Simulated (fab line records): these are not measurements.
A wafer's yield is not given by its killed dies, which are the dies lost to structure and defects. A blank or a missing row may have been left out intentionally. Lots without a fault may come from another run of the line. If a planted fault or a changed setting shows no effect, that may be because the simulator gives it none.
Split-lot trial ; flow n5 finfet ; route with 1938 steps; 7 lots, 21 wafers read

THE SPLIT
At N5_BEOL_M14_EXPOSE_07 (exposes mask V13), the setting dose mj was moved away from the recipe's 57 on 4 of the 21 wafers read, by +1.9% to +7.3%. This setting was run at the recipe's value on the other wafers.

FROM THE SPLIT TO THE READING: what the file shows between them, 9 steps
- N5_BEOL_M14_PEB_08: peb time 90 s
- N5_BEOL_M14_DEVELOP_09: develop time 45 s
- N5_BEOL_M14_HARDBAKE_14: time 120 s
- N5_BEOL_M14_CD_MEAS_10: target cd 250 nm
- N5_BEOL_M14_DESCUM_15: chemistry O2, time 7.9 s (also split here: time s)
- N5_BEOL_M14_ETCH_59: etches BARC in N2/H2, target depth 89 nm, overetch 26.7 nm, time 67.9 s
- N5_BEOL_M14_VIA_ETCH_16: etches SiO2 in C4F8/O2/Ar, target depth 1231.3 nm
- N5_BEOL_M14_STRIP_71: strips in post etch residue remover, time 60 s
- N5_BEOL_M14_SRD_72: time 30 s, dry time 30 s

THE READING
cd nm at N5_BEOL_M14_CD_MEAS_17, given in nm (cd target 250 nm). A value of 251.0 nm with a standard deviation of 1.9 nm is what fault-free wafers of this fab line usually give.

wafer;tool, chamber at the split;dose mj as run;against the recipe;cd nm, nm;against lot-mates on the recipe
L074.1;krf scanner-02, 0;57;recipe;252.1;-
L074.4;krf scanner-02, 0;57;recipe;250.0;-
L074.5;krf scanner-02, 0;58.1;+1.9%;252.0;+0.9
L076.1;krf scanner-02, 0;57;recipe;249.4;-
L076.2;krf scanner-02, 0;57;recipe;250.7;-
L076.3;krf scanner-02, 0;57;recipe;247.5;-
L078.2;krf scanner-02, 0;57;recipe;251.5;-
L078.3;krf scanner-02, 0;57;recipe;253.0;-
L078.6;krf scanner-02, 0;57;recipe;249.7;-
L077.1;krf scanner-01, 0;57;recipe;252.0;-
L077.3;krf scanner-01, 0;57;recipe;250.9;-
L077.6;krf scanner-01, 0;57;recipe;250.1;-
L081.1;krf scanner-01, 0;57;recipe;253.2;-
L081.3;krf scanner-01, 0;57;recipe;254.2;-
L081.4;krf scanner-01, 0;58.15;+2.0%;254.9;+1.2
L085.1;krf scanner-02, 0;57;recipe;252.2;-
L085.4;krf scanner-02, 0;61.17;+7.3%;263.7;+10.3
L085.5;krf scanner-02, 0;57;recipe;254.6;-
L088.1;krf scanner-02, 0;57;recipe;251.7;-
L088.2;krf scanner-02, 0;61.13;+7.2%;264.1;+13.3
L088.3;krf scanner-02, 0;57;recipe;249.9;-

FIT RESULTS
A straight line over all 21 wafers: cd nm changes by +1.7 nm for each +1% of dose mj; r = +0.91; the points scatter about the line by 1.8 nm.
The same after taking each lot's own level away (the mean of its wafers on the recipe; 21 wafers): +1.57 nm for each +1%; r = +0.94; scatter 1.3 nm.
That fit puts the effect of the largest move of dose mj on the reading at 12 nm.
The span of the lots' own levels, 249.20 to 253.70 nm, comes to 2.4 times the standard deviation stated above.
Consequently the slope shifts little with the lot-to-lot level, the two slopes agreeing.
Check: with one of the wafers moved furthest among these (+7.3%) left out of the fit, the line predicts +12.3 nm for it against its lot-mates. Against them it came out at +10.3 nm.

OTHER SPLITS ON THESE WAFERS
These wafers also went through other splits before the reading. Each is held against what the fit with the lots' levels taken away leaves over:
other split on the same wafers;wafers away from the commonest value;r with cd nm (lot level and that fit taken away)
N5_BEOL_M8_EXPOSE_25 dose mj;4;-0.01
N5_BEOL_M8_ETCH_65 source w;6;-0.09
N5_BEOL_M8_DEP_56 time s;9;+0.27
N5_BEOL_M10_VIA_ETCH_34 time s;8;+0.28
N5_BEOL_M12_COAT_04 spin rpm;11;+0.26
N5_BEOL_M12_DESCUM_15 time s;5;+0.04
N5_BEOL_M12_SPUTTER_44 time s;7;+0.09
N5_BEOL_M14_DESCUM_15 time s;4;-0.08

THE WHOLE CHAIN: every reading that the file lists as answering this split, in the file's order
step;what it does;reading;change (the file's fit);r (the file's)
N5_BEOL_M14_CD_MEAS_10;target cd 250 nm;cd nm;+1.6 nm for each +1% of the setting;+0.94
N5_BEOL_M14_CD_MEAS_17;target cd 250 nm;cd nm;+1.55 nm for each +1% of the setting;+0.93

FILE'S OWN FIT
cd nm changes by +1.55 nm for each +1% of dose mj, r = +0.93.
